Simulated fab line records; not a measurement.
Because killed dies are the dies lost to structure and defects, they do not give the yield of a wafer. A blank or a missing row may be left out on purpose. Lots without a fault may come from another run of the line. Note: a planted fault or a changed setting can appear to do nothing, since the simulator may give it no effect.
The tool behind it: which one? | flow n5Finfet | 10 lots with 30 wafers sampled at 5 steps, on a route of 1938 steps

## WHAT THE GAUGES SHOWED, per wafer
N5_PASSIVATION_CD_MEAS_10: the cd target is 3000 nm.
lot  | measured     | on       | cdNm (nm)
L847 | day 11 22:15 | cdSem-01 | 3000.3 2998.8 3000.1
L848 | day 12 12:56 | cdSem-01 | 2998.8 3002.1 3002.1
L849 | day 12 12:58 | cdSem-03 | 3000.3 2999.5 2998.5
L857 | day 13 15:53 | cdSem-01 | 2995.1 2994.6 2992.7
L854 | day 13 18:26 | cdSem-03 | 2999.9 2999.1 2996.5
L861 | day 15 11:49 | cdSem-02 | 3001.8 2999.2 2999.7
L862 | day 15 18:39 | cdSem-03 | 2997.1 3001.0 3000.7
L868 | day 16 12:30 | cdSem-02 | 3001.3 3001.9 3000.8
L866 | day 16 15:40 | cdSem-01 | 2997.7 2999.9 2998.6
L870 | day 17 20:47 | cdSem-02 | 2998.8 2999.3 3000.1

## WHICH TOOL RAN EACH LOT (tool, then ch and the chambers of the sampled wafers, then the start)
lot  | N5_MIM_TOP_ALD_02                          | N5_MIM_TOP_ETCH_ETCH_00          | N5_MIM_TOP_ETCH_STRIP_01          | N5_PASSIVATION_DEVELOP_09
L847 | aldHk-01 ch 1,2,3, day 11 20:07 or earlier | rieMetal-03 ch 0,1, day 11 20:07 | rieDiel-04 ch 0,1,3, day 11 20:16 | lithoTrack-01 ch 0, day 11 22:08
L848 | aldHk-03 ch 0,1,2, day 12 09:03 or earlier | rieMetal-01 ch 0,1, day 12 09:03 | rieDiel-04 ch 1,3, day 12 09:11   | lithoTrack-01 ch 0, day 12 12:49
L849 | aldHk-03 ch 0,1,2, day 12 11:01 or earlier | rieMetal-01 ch 0,1, day 12 11:01 | rieDiel-05 ch 0,1,2, day 12 11:09 | lithoTrack-05 ch 0, day 12 12:51
L857 | aldHk-01 ch 1,2,3, day 13 13:41 or earlier | rieMetal-02 ch 0,1, day 13 13:41 | rieDiel-05 ch 1,3, day 13 13:50   | lithoTrack-01 ch 0, day 13 15:46
L854 | aldHk-01 ch 1,2,3, day 13 14:17 or earlier | rieMetal-03 ch 0,1, day 13 14:17 | rieDiel-03 ch 1,2,3, day 13 14:29 | lithoTrack-04 ch 0, day 13 18:19
L861 | aldHk-03 ch 0,1,3, day 15 08:29 or earlier | rieMetal-03 ch 1, day 15 08:29   | rieDiel-05 ch 0,3, day 15 08:52   | lithoTrack-04 ch 0, day 15 11:41
L862 | aldHk-02 ch 0,1,3, day 15 13:57 or earlier | rieMetal-01 ch 0,1, day 15 13:57 | rieDiel-03 ch 0,2,3, day 15 14:05 | lithoTrack-04 ch 0, day 15 18:32
L868 | aldHk-02 ch 1,2,3, day 16 09:19 or earlier | rieMetal-01 ch 0,1, day 16 09:19 | rieDiel-04 ch 1,2,3, day 16 09:28 | lithoTrack-05 ch 0, day 16 12:23
L866 | aldHk-01 ch 1,3, day 16 13:35 or earlier   | rieMetal-02 ch 0,1, day 16 13:35 | rieDiel-05 ch 0,1,2, day 16 13:46 | lithoTrack-05 ch 0, day 16 15:34
L870 | aldHk-01 ch 2,3, day 17 15:58 or earlier   | rieMetal-03 ch 0, day 17 15:58   | rieDiel-05 ch 1,2,3, day 17 16:14 | lithoTrack-05 ch 0, day 17 20:40
- N5_MIM_TOP_ALD_02: deposits Al2O3, purge time 3 s, co reactant pulse time 3 s.
- N5_MIM_TOP_ETCH_ETCH_00: etches TiN in Cl2/BCl3, target depth 38.5 nm.
- N5_MIM_TOP_ETCH_STRIP_01: strips in O2.
- N5_PASSIVATION_DEVELOP_09: develop time 60 s.

## THE ANSWER, worked out from the rows above alone
Rule: the lots themselves supply what counts as usual. The widest of any qualifying gaps counts: lots, ordered by their means at a reading, are off when they make up no more than a third of the lots, leave a main group of 4 or more, and stand apart from it by 3 or more times the standard deviation of that group's means. A main group whose means are all the same, to the digits that the tables above print for the reading, isn't used. Also off: a lot with no number at a reading for which 4 or more lots have one. Any other lot the step has rows for is counted as sound.
Off: L857 (N5_PASSIVATION_CD_MEAS_10, cdNm). Mean 2999.8 nm and standard deviation 0.89 in the main group.
If a tool, at a process step before that reading, ran all the lots that are off and no sound lot after the first of them, it fits. The gauges at N5_PASSIVATION_CD_MEAS_10 are tried like those tools. N5_MIM_TOP_ALD_02: start missing for some lots; hours and lot order therefore follow N5_MIM_TOP_ETCH_ETCH_00. One fits: lithoTrack-01 at N5_PASSIVATION_DEVELOP_09. A fault onset in the window from L848 (day 12 12:49, its last sound lot) to L857 (day 13 15:46, its first lot off) fits.

## WHAT THE SIMULATOR HAD PUT IN
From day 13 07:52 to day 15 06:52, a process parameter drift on lithoTrack-01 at N5_PASSIVATION_DEVELOP_09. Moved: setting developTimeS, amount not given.
Shown lots that were struck: L857. The rule given above showed the same thing.
